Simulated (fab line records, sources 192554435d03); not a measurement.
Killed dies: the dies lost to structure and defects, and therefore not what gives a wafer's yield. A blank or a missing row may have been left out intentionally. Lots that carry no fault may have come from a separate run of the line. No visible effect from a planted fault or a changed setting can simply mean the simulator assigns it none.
Chamber matching + flow n5Finfet + N5_SPACER0_ALD_07 on aldSin-03 has 4 sister chambers
The step deposits SiNx, target thk 2 nm. 8 wafers are shown with their chamber, then 9 later ones without.

## WAFERS WITH THEIR CHAMBER
| wafer  | chamber | heaterPowerW (W) |
|--------|---------|------------------|
| L078.3 | 0       | 726              |
| L078.4 | 1       | 793              |
| L078.5 | 3       | 758              |
| L080.5 | 1       | 780              |
| L080.6 | 0       | 742              |
| L081.1 | 2       | 835              |
| L081.4 | 3       | 752              |
| L081.5 | 2       | 828              |

## WAFERS WITH NO CHAMBER GIVEN
| wafer  | heaterPowerW (W) |
|--------|------------------|
| L083.3 | 808              |
| L083.5 | 805              |
| L083.6 | 738              |
| L085.2 | 706              |
| L085.3 | 765              |
| L085.4 | 793              |
| L089.2 | 773              |
| L089.5 | 751              |
| L089.6 | 753              |

## THE CHAMBER EACH PASSED THROUGH
| wafer  | from the rows above     | in truth                   |
|--------|-------------------------|----------------------------|
| L083.3 | can't be placed: 1 or 2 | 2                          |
| L083.5 | can't be placed: 1 or 2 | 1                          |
| L083.6 | can't be placed: 0 or 3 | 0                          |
| L085.2 | 0                       | 0                          |
| L085.3 | can't be placed: 3 or 1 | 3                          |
| L085.4 | 1                       | 1                          |
| L089.2 | can't be placed: 1 or 3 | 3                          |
| L089.5 | can't be placed: 3 or 0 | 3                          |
| L089.6 | 3                       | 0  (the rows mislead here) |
Correct placement for 2 of the 9. Unplaceable from these rows: 6, with the true chamber sitting among the candidates in 6. Number placed wrongly: 1.
How it was worked out, from the rows above alone: a wafer's distance from a chamber is the root of the sum, over the readings, of the square of ((its reading less the chamber's mean) divided by the reading's scatter). The wafer belongs to the nearest chamber; if the next one is less than 2 further off, it can't be placed. For every chamber, the mean is computed from those of its wafers that are shown. The scatter: the root of (the sum of the squares of (reading less its chamber's mean) over the shown wafers, divided by (wafers less chambers)).
